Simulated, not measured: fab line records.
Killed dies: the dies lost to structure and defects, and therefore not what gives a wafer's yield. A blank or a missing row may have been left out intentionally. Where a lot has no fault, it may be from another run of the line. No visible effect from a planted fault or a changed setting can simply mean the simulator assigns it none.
Which tool was responsible? + flow nand-harc + at 1 step of a route of 1159, 12 lots with 36 wafers sampled

== WHAT EACH GAUGE READ, for each wafer ==
NHARC_A_CONTACT_INSPECT_23.
| lot  | measured     | on                | raw-defect-count |
|------|--------------|-------------------|------------------|
| L074 | day 17 10:55 | defect-inspect-02 | 436 420 385      |
| L077 | day 17 16:41 | defect-inspect-01 | 325 247 369      |
| L079 | day 18 19:02 | defect-inspect-02 | 256 311 386      |
| L082 | day 19 04:35 | defect-inspect-02 | 415 580 661      |
| L081 | day 19 11:29 | defect-inspect-01 | 419 552 497      |
| L084 | day 20 02:26 | defect-inspect-02 | 739 558 567      |
| L087 | day 20 12:28 | defect-inspect-01 | 511 419 360      |
| L088 | day 20 19:01 | defect-inspect-01 | 599 677 582      |
| L093 | day 21 20:43 | defect-inspect-02 | 496 351 445      |
| L094 | day 22 13:10 | defect-inspect-02 | 491 369 539      |
| L095 | day 22 15:29 | defect-inspect-02 | 442 450 351      |
| L097 | day 23 08:59 | defect-inspect-02 | 397 461 391      |

== TOOL THAT RAN EACH LOT (tool first, then ch and the chambers of the sampled wafers, then the start) ==
Record: no process step prior to these readings.

== THE ANSWER, worked out from the rows above alone ==
Rule: what is usual is taken from the lots themselves. The widest of any qualifying gaps counts: lots, ordered by their means at a reading, are off when they make up no more than a third of the lots, leave a main group of 4 or more, and stand apart from it by 3 or more times the standard deviation of that group's means. Not used: any main group whose means are identical at the precision the tables above print for the reading. A lot without any number at a reading at which 4 lots or more have one is off too. Where the step has rows for the other lots, those lots are counted as sound.
No lot is off at any reading shown: from this, nothing can be told.

== WHAT THE SIMULATOR HAD PUT IN ==
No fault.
